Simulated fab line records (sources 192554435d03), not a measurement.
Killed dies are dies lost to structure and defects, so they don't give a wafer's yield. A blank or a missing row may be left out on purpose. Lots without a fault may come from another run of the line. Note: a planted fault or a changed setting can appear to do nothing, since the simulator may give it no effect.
Matching of chambers | flow n5_finfet | 4 sister chambers for N5_BEOL_M1_CMP_52 on cmp-04
The step polishes, stops on SiOC, t overpolish 6.8 s, target thk 40 nm. 4 wafers are shown with their chamber, then 8 later ones without.

## EACH WAFER AND ITS CHAMBER
wafer  | chamber | motor_current_A (A)
L573.2 | 2       | 6.2
L586.1 | 1       | 5.8
L586.2 | 0       | 5.8
L591.2 | 3       | 6.8

## WAFERS WITHOUT THEIR CHAMBER
wafer  | motor_current_A (A)
L591.3 | 6.4
L591.5 | 6.3
L593.1 | 5.7
L593.4 | 6.5
L593.6 | 5.8
L594.1 | 6.7
L594.4 | 6.0
L594.6 | 5.6

## CHAMBER TAKEN BY EACH
wafer  | from the rows above          | in truth
L591.3 | can't be placed: 2 or 3      | 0
L591.5 | 2                            | 2
L593.1 | can't be placed: 0 or 1      | 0
L593.4 | can't be placed: 2 or 3      | 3
L593.6 | can't be placed: 0 or 1      | 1
L594.1 | 3                            | 3
L594.4 | can't be placed: 0 or 1 or 2 | 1
L594.6 | can't be placed: 0 or 1      | 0
Correct placement for 2 of the 8. Not placeable from these rows: 6 (in 5, the candidates include the true chamber). Wrongly placed: 0.
How it was worked out, from the rows above alone: a wafer's distance from a chamber is the root of the sum, over the readings, of the square of ((its reading less the chamber's mean) divided by the reading's scatter). The wafer belongs to the nearest chamber; if the next one is less than 2 further off, it can't be placed. A chamber's mean is the mean of its shown wafers. The scatter: root of mean squared gap, hidden wafer to nearest shown wafer, with one shown wafer a chamber.
